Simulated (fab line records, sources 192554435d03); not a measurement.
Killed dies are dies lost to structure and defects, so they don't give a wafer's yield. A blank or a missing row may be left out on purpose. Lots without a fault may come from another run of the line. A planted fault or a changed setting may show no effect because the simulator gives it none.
Split-lot experiment | flow n5_finfet | 7 lots, 39 wafers read, on a route of 1938 steps

THE SPLIT
At N5_DUMMY_GATE_ETCH_37 (etches SOC in N2/H2, target depth 60 nm, overetch 30 nm), the setting source_w was moved away from the recipe's 840 W on 18 of the 39 wafers read, by -18.9% to +14.6%. The other wafers ran this setting at the recipe's value.

The reading is taken at the split's own step.

THE READING
rf_vpp_V, in V, at N5_DUMMY_GATE_ETCH_37 (etches SOC in N2/H2, target depth 60 nm, overetch 30 nm). Fault-free wafers of this fab line usually give 525 V, standard deviation 3.2 V.

wafer  | tool, chamber at the split | source_w as run, W | against the recipe | rf_vpp_V, V | against lot-mates on the recipe
L074.1 | rie_diel-02, 0             | 840                | recipe             | 524         | -
L074.2 | rie_diel-02, 2             | 840                | recipe             | 519         | -
L074.3 | rie_diel-02, 1             | 840                | recipe             | 521         | -
L074.4 | rie_diel-02, 3             | 716.9              | -14.7%             | 557         | +36
L074.5 | rie_diel-02, 3             | 716.9              | -14.7%             | 558         | +37
L074.6 | rie_diel-02, 2             | 716.9              | -14.7%             | 546         | +25
L077.1 | rie_diel-03, 3             | 840                | recipe             | 527         | -
L077.2 | rie_diel-03, 0             | 764                | -9.0%              | 540         | +14
L077.3 | rie_diel-03, 1             | 840                | recipe             | 525         | -
L077.4 | rie_diel-03, 2             | 764                | -9.0%              | 545         | +19
L077.5 | rie_diel-03, 2             | 840                | recipe             | 526         | -
L077.6 | rie_diel-03, 1             | 764                | -9.0%              | 541         | +15
L078.1 | rie_diel-03, 2             | 840                | recipe             | 527         | -
L078.2 | rie_diel-03, 3             | 749.1              | -10.8%             | 547         | +21
L078.3 | rie_diel-03, 0             | 840                | recipe             | 524         | -
L078.4 | rie_diel-03, 1             | 749.1              | -10.8%             | 544         | +18
L078.5 | rie_diel-03, 3             | 840                | recipe             | 527         | -
L078.6 | rie_diel-03, 2             | 749.1              | -10.8%             | 547         | +21
L079.1 | rie_diel-03, 3             | 760.2              | -9.5%              | 545         | +20
L079.2 | rie_diel-03, 0             | 760.2              | -9.5%              | 541         | +16
L079.3 | rie_diel-03, 2             | 840                | recipe             | 527         | -
L079.4 | rie_diel-03, 1             | 840                | recipe             | 523         | -
L079.5 | rie_diel-03, 0             | 840                | recipe             | 524         | -
L079.6 | rie_diel-03, 1             | 760.2              | -9.5%              | 542         | +17
L082.1 | rie_diel-01, 3             | 681.2              | -18.9%             | 563         | +41
L082.2 | rie_diel-01, 1             | 681.2              | -18.9%             | 566         | +44
L082.3 | rie_diel-01, 0             | 840                | recipe             | 527         | -
L082.4 | rie_diel-01, 2             | 840                | recipe             | 520         | -
L082.5 | rie_diel-01, 2             | 840                | recipe             | 520         | -
L082.6 | rie_diel-01, 1             | 681.2              | -18.9%             | 566         | +44
L094.1 | rie_diel-01, 1             | 840                | recipe             | 527         | -
L094.2 | rie_diel-01, 3             | 962.7              | +14.6%             | 500         | -28
L094.3 | rie_diel-01, 2             | 962.7              | +14.6%             | 506         | -22
L094.4 | rie_diel-01, 0             | 840                | recipe             | 526         | -
L094.5 | rie_diel-01, 2             | 840                | recipe             | 530         | -
L094.6 | rie_diel-01, 1             | 962.7              | +14.6%             | 503         | -25
L095.1 | rie_diel-02, 2             | 840                | recipe             | 518         | -
L095.3 | rie_diel-02, 0             | 840                | recipe             | 523         | -
L095.6 | rie_diel-02, 0             | 840                | recipe             | 524         | -

THE FIT
A straight line over all 39 wafers: rf_vpp_V changes by -1.88 V for each +1% of source_w; r = -0.97; the points scatter about the line by 3.7 V.
The same after taking each lot's own level away (the mean of its wafers on the recipe; 39 wafers): -1.99 V for each +1%; r = -0.98; scatter 3.3 V.
On that fit, the largest move of source_w shifts the reading by 38 V.
The lots' own levels span 521.3 to 527.7 V, that is 2.0 times the standard deviation above.
So the lot-to-lot level changes the slope little: the two slopes agree.
Check: with one of the wafers moved furthest among these (-18.9%) left out of the fit, the line predicts +38 V for it against its lot-mates. It came out at +40.7 V against them.
Tool readings at the split's step, against how far the setting was moved: rf_vpp_V r = -0.97.

THE FILE'S OWN FIT
rf_vpp_V changes by -2.02 V for each +1% of source_w, r = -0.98.
